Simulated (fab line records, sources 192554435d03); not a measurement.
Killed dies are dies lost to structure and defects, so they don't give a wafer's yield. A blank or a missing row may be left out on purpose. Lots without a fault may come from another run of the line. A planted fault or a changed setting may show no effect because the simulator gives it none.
Which tool did it? | flow n5_finfet | 11 lots, 28 wafers sampled, at 5 steps of a route of 1938

WHAT THE GAUGES READ, wafer by wafer
N5_BEOL_M2_INSPECT_30: inspects for defects (brightfield). Usual: raw_defect_count 404, standard deviation 82.
lot  | measured     | on                | raw_defect_count | flag
L340 | day 7 02:37  | defect_inspect-01 | 581 489 386      |
L341 | day 7 15:32  | defect_inspect-01 | 352 305          |
L345 | day 7 22:25  | defect_inspect-02 | 279 375 228      |
L348 | day 8 19:29  | defect_inspect-02 | 264 321          |
L353 | day 10 10:07 | defect_inspect-01 | 548 444 405      |
L352 | day 10 12:16 | defect_inspect-02 | 432 392 587      |
L354 | day 10 15:37 | defect_inspect-01 | 377 360 408      |
L358 | day 11 22:42 | defect_inspect-01 | 628 643          |
L360 | day 12 01:43 | defect_inspect-02 | 401 355          |
L361 | day 12 10:30 | defect_inspect-02 | 401 389 346      |
L362 | day 12 12:17 | defect_inspect-01 | 400 482          |

N5_BEOL_M2_CD_MEAS_35: target cd 18 nm, target cd y 22.2 nm. Usual: cd_nm 18.0 nm, standard deviation 0.45.
lot  | measured     | on        | cd_nm (nm)     | flag
L340 | day 7 05:53  | cd_sem-02 | 17.9 17.3 18.2 |
L341 | day 7 21:26  | cd_sem-01 | 18.7 18.8      |
L345 | day 8 04:01  | cd_sem-03 | 18.5 17.7 18.0 |
L348 | day 9 00:16  | cd_sem-02 | 18.3 17.0      |
L353 | day 10 16:47 | cd_sem-03 | 17.7 18.1 18.0 |
L352 | day 11 06:33 | cd_sem-01 | 18.3 18.0 18.2 |
L354 | day 11 09:58 | cd_sem-01 | 17.6 17.9 18.0 |
L358 | day 12 11:16 | cd_sem-03 | 16.8 18.0      |
L360 | day 12 07:49 | cd_sem-02 | 18.7 18.3      |
L361 | day 12 22:38 | cd_sem-03 | 17.6 18.2 17.8 |
L362 | day 12 17:49 | cd_sem-03 | 18.5 18.3      |

N5_BEOL_M4_RC_MEAS_101. Usual: DIBL_N 36.1 mV/V, standard deviation 2; DIBL_P 36.3 mV/V, standard deviation 2.5; IOFF_N 0.16 nA/um, standard deviation 0.037; IOFF_P 0.21 nA/um, standard deviation 0.039; ION_N 678 uA/um, standard deviation 15; ION_P 465 uA/um, standard deviation 8.7; SS_N 71.4 mV/dec, standard deviation 0.7; SS_P 73.3 mV/dec, standard deviation 0.74; VT_N 249 mV, standard deviation 3.6; VT_P -250.0 mV, standard deviation 2.9.
lot  | measured     | on        | DIBL_N (mV/V)  | DIBL_P (mV/V)  | IOFF_N (nA/um) | IOFF_P (nA/um) | ION_N (uA/um) | ION_P (uA/um) | SS_N (mV/dec)  | SS_P (mV/dec)  | VT_N (mV)   | VT_P (mV)            | flag
L340 | day 8 10:25  | prober-02 | 38.3 35.3 35.2 | 39.1 35.5 36.0 | 0.24 0.16 0.16 | 0.29 0.22 0.23 | 711 670 671   | 482 465 465   | 71.9 71.7 71.8 | 73.6 71.8 72.8 | 241 249 245 | -245.8 -248.4 -249.0 |
L341 | day 8 23:31  | prober-01 | 35.7 37.6      | 35.4 37.8      | 0.14 0.18      | 0.17 0.22      | 675 674       | 457 460       | 70.6 72.1      | 73.0 74.7      | 254 249     | -255.2 -249.7        |
L345 | day 9 06:28  | prober-01 | 34.8 34.5 38.4 | 35.2 35.1 40.7 | 0.14 0.13 0.21 | 0.18 0.17 0.27 | 687 670 687   | 470 459 472   | 71.5 71.3 72.4 | 72.7 73.1 74.3 | 251 251 244 | -250.1 -251.9 -245.6 |
L348 | day 10 18:18 | prober-01 | 33.9 37.4      | 33.0 38.3      | 0.12 0.17      | 0.17 0.26      | 663 678       | 464 469       | 71.1 71.9      | 72.9 74.4      | 255 249     | -251.0 -245.3        |
L358 | day 13 20:16 | prober-02 | 34.5 34.3      | 35.3 35.2      | 0.15 0.13      | 0.20 0.19      | 690 660       | 476 453       | 71.0 70.8      | 72.5 72.5      | 249 252     | -250.5 -249.1        |
L360 | day 13 18:13 | prober-02 | 38.5 35.2      | 39.9 34.9      | 0.21 0.15      | 0.22 0.16      | 685 671       | 455 451       | 72.0 70.6      | 74.3 72.9      | 248 252     | -252.6 -256.1        |
L361 | day 14 13:26 | prober-01 | 39.8 36.3 37.8 | 41.0 37.9 38.1 | 0.25 0.17 0.21 | 0.31 0.25 0.24 | 702 687 689   | 476 474 460   | 72.3 71.1 72.4 | 74.4 74.2 74.1 | 242 246 244 | -245.9 -244.9 -248.1 |
L362 | day 14 01:16 | prober-02 | 34.2 36.9      | 34.1 37.5      | 0.13 0.16      | 0.18 0.23      | 676 672       | 466 468       | 70.1 71.6      | 73.3 74.1      | 251 251     | -251.3 -249.1        |

WHICH TOOL RAN EACH LOT (tool, then ch and the chambers of the sampled wafers, then the start)
lot  | N5_BEOL_M2_ETCH_63                 | N5_BEOL_M2_ETCHBACK_99
L340 | rie_diel-05 ch 0,2,3, day 7 01:42  | rie_diel-05 ch 1,2,3, day 7 05:20
L341 | rie_diel-05 ch 0,1, day 7 14:44    | rie_diel-06 ch 0,3, day 7 20:53
L345 | rie_diel-06 ch 2,3, day 7 21:28    | rie_diel-05 ch 1,3, day 8 03:28
L348 | rie_diel-04 ch 2,3, day 8 18:43    | rie_diel-04 ch 2,3, day 8 23:38
L353 | rie_diel-06 ch 0,1,2, day 10 09:19 | rie_diel-05 ch 0,1,3, day 10 16:14
L352 | rie_diel-04 ch 1,3, day 10 11:27   | rie_diel-05 ch 0,1, day 11 06:00
L354 | rie_diel-05 ch 0,1,3, day 10 14:42 | rie_diel-04 ch 0,2,3, day 11 09:25
L358 | rie_diel-04 ch 1,2, day 11 21:43   | rie_diel-04 ch 0,1, day 12 10:43
L360 | rie_diel-05 ch 0,2, day 12 00:47   | rie_diel-04 ch 0,2, day 12 07:16
L361 | rie_diel-04 ch 0,1,2, day 12 09:36 | rie_diel-05 ch 0,1,2, day 12 22:05
L362 | rie_diel-05 ch 1,2, day 12 11:30   | rie_diel-04 ch 0,3, day 12 17:16
- N5_BEOL_M2_ETCH_63: etches SiARC in CF4, target depth 15.6 nm, time 26 s.
- N5_BEOL_M2_ETCHBACK_99: etches SiO2 in CHF3, target depth 5 nm, time 10.4 s.

WHAT THE TOOLS THEMSELVES READ (means of the sampled wafers that have a number; where no wafer has one, the mark that the record gives instead)
N5_BEOL_M2_ETCH_63. Usual: drypump_motor_current_A 5.7 A, standard deviation 0.38; etch_rf_on_time_s 25.9 s, standard deviation 0.73; oes_product_au 0.70 a.u., standard deviation 0.083; rf_vpp_V 184.3 V, standard deviation 1.2; showerhead_plenum_p_Torr 2.17 Torr, standard deviation 0.056; throttle_valve_pct 15.57 %, standard deviation 0.25.
lot  | tool        | drypump_motor_current_A (A) | etch_rf_on_time_s (s) | oes_product_au (a.u.) | rf_vpp_V (V) | showerhead_plenum_p_Torr (Torr) | throttle_valve_pct (%) | flag
L340 | rie_diel-05 | 5.7                         | 26.2                  | 0.69                  | 184.4        | 2.15                            | 15.60                  |
L341 | rie_diel-05 | 5.7                         | 26.4                  | 0.78                  | 183.1        | 2.15                            | 15.31                  |
L345 | rie_diel-06 | 6.2                         | 25.5                  | 0.81                  | 185.5        | 2.18                            | 15.26                  |
L348 | rie_diel-04 | 5.6                         | 25.2                  | 0.66                  | 184.6        | 2.19                            | 15.84                  |
L353 | rie_diel-06 | 6.1                         | 26.0                  | 0.72                  | 183.6        | 2.14                            | 15.48                  |
L352 | rie_diel-04 | 5.4                         | 25.7                  | 0.60                  | 183.2        | 2.17                            | 15.86                  |
L354 | rie_diel-05 | 5.9                         | 26.0                  | 0.68                  | 183.7        | 2.13                            | 15.52                  |
L358 | rie_diel-04 | 5.6                         | 25.6                  | 0.74                  | 186.1        | 2.21                            | 15.55                  |
L360 | rie_diel-05 | 5.6                         | 26.7                  | 0.68                  | 183.9        | 2.16                            | 15.59                  |
L361 | rie_diel-04 | 5.5                         | 25.6                  | 0.75                  | 184.7        | 2.20                            | 15.54                  |
L362 | rie_diel-05 | 5.9                         | 25.6                  | 0.68                  | 184.4        | 2.21                            | 15.51                  |

N5_BEOL_M2_ETCHBACK_99. Usual: CHF3_flow_sccm 12.00 sccm, standard deviation 0.035; bias_w 46.99 W, standard deviation 0.14; drypump_motor_current_A 5.8 A, standard deviation 0.39; oes_product_au 0.82 a.u., standard deviation 0.099; rf_vpp_V 244 V, standard deviation 8.2; showerhead_plenum_p_Torr 2.17 Torr, standard deviation 0.051; throttle_valve_pct 16.99 %, standard deviation 0.25.
lot  | tool        | CHF3_flow_sccm (sccm) | bias_w (W) | drypump_motor_current_A (A) | oes_product_au (a.u.) | rf_vpp_V (V) | showerhead_plenum_p_Torr (Torr) | throttle_valve_pct (%) | flag
L340 | rie_diel-05 | 12.00                 | 47.08      | 6.0                         | 0.80                  | 243          | 2.19                            | 16.96                  |
L341 | rie_diel-06 | 12.00                 | 47.02      | 5.6                         | 0.79                  | 234          | 2.13                            | 17.01                  |
L345 | rie_diel-05 | 11.99                 | 47.04      | 6.1                         | 0.76                  | 242          | 2.15                            | 17.07                  |
L348 | rie_diel-04 | 12.02                 | 47.06      | 5.5                         | 0.77                  | 236          | 2.19                            | 17.23                  |
L353 | rie_diel-05 | -                     | -          | -                           | -                     | -            | -                               | -                      | OFF
L352 | rie_diel-05 | -                     | -          | -                           | -                     | -            | -                               | -                      | OFF
L354 | rie_diel-04 | -                     | -          | -                           | -                     | -            | -                               | -                      | OFF
L358 | rie_diel-04 | 12.00                 | 47.12      | 5.3                         | 0.92                  | 244          | 2.20                            | 16.88                  |
L360 | rie_diel-04 | 11.98                 | 47.01      | 5.5                         | 0.84                  | 251          | 2.23                            | 17.11                  |
L361 | rie_diel-05 | 12.01                 | 47.08      | 5.7                         | 0.80                  | 246          | 2.17                            | 16.94                  |
L362 | rie_diel-04 | 12.04                 | 46.98      | 5.3                         | 0.94                  | 236          | 2.16                            | 16.99                  |

THE ANSWER, worked out from the rows above alone
Rule: a lot is off if the mean of its wafers that have a number lies more than 3 standard deviations from the usual mean. A lot without any number at a reading at which 4 lots or more have one is off too. The other lots that the step has rows for count as sound. The gauges are gone through in route order, then the tools' own readings, and for those a lot's mean is taken as printed above. The first step at which some lot is off is used, and at that step the reading that is off furthest; a lot without a number counts as furthest.
Off: L353, L352, L354, at N5_BEOL_M2_ETCHBACK_99 (CHF3_flow_sccm). Without a number there: L353, L352, L354.
A tool fits if, at that step or a process step before it, it ran every lot that is off, and no sound lot after the first of them. None of those tried fits.

WHAT THE SIMULATOR HAD PUT IN
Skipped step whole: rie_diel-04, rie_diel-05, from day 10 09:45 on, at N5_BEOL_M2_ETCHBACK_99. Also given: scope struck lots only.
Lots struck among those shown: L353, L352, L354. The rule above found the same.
